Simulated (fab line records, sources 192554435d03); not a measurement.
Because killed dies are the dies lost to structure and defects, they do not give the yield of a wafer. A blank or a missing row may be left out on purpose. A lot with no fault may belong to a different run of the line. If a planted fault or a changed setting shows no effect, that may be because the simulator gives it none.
Problem report, 8D (eight disciplines) form, completed by code :: flow n5 finfet :: the parts of the form that need people (team, actions taken, sign-off) are left out

== 1. THE PROBLEM ==
spin speed rpm at N5_DUMMY_GATE_COAT_35 reads a mean of 1804.2 rpm on 6 wafers of 2 lots; wafers without a fault read 1499.9 rpm with a standard deviation of 1.1. That is +99 or more standard deviations from the usual mean.
The step: time 60 s, resist thk 10 nm.
Earliest sighting: wafer L180.1 on litho track-01 at day 7 14:58. The record has a number at this step for 27 wafers belonging to 9 lots. By rule, "out" or "out of limits" means more than 4 standard deviations away from the usual mean. All remaining wafers that have a number are taken as sound.

== 2. WHAT IT IS, AND WHAT IT ISN'T ==
question: which readings at this step
is: spin speed rpm
is not: -

question: which lots
is: L180, L181
is not: L162, L164, L166, L172, L182, L183, L184

question: which wafers of those lots
is: all that have a number
is not: -

question: read on which tools
is: litho track-01
is not: litho track-04, litho track-05

question: when
is: from day 7 14:58
is not: up to then (12 sound wafers); but 9 sound wafers of L182, L183, L184 came after

== 3. SUSPECTS, AND WHAT RULES EACH OUT ==
Counting: a tool stays on the suspect list if, at a process step up to the reading, it processed all lots that are out and no sound lot following the first of them.
- litho track-01 at N5_DUMMY_GATE_COAT_35 (time 60 s, resist thk 10 nm): kept. Every lot that is out went through it, starting with L180 (day 7 14:58), and after that it ran no sound lot; the last sound lot it ran before then is L172 (day 5 15:02). Its own readings are out on those wafers: spin speed rpm.
Left after counting: litho track-01 at N5_DUMMY_GATE_COAT_35.

== 4. THE CAUSE (what the simulator had put in) ==
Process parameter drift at N5_DUMMY_GATE_COAT_35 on litho track-01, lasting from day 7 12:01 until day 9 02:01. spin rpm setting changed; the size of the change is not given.
Counting left only this tool.

== 5. SEQUENCE OF EFFECTS, ordered by route ==
Each row: a reading where the mean over the struck wafers with a number is more than 3 standard deviations away from the usual. Only readings whose record carries a usual standard deviation are examined. hours: median over the lots of the time between each lot's start at the first step of this table that gives one and its start at this step. sigmas: the change, counted in usual standard deviations.
hours: 0
step: N5_DUMMY_GATE_COAT_35
reading: spin speed rpm
usual: 1499.9 rpm
on struck wafers: 1804.2
change: +304.3
sigmas: +99 or more
Here are the process steps it includes:
- N5_DUMMY_GATE_COAT_35: time 60 s, resist thk 10 nm.
At these later measuring or inspecting steps, every struck wafer for which the step has a row has a number for every such reading, and none has moved that far: N5_BEOL_M4_RC_MEAS_101.

== 6. HOW IT WOULD HAVE BEEN CAUGHT EARLIER ==
3 hours passed between the start of the fault at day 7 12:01 and the first reading out of limits in this record, taken at day 7 14:58.
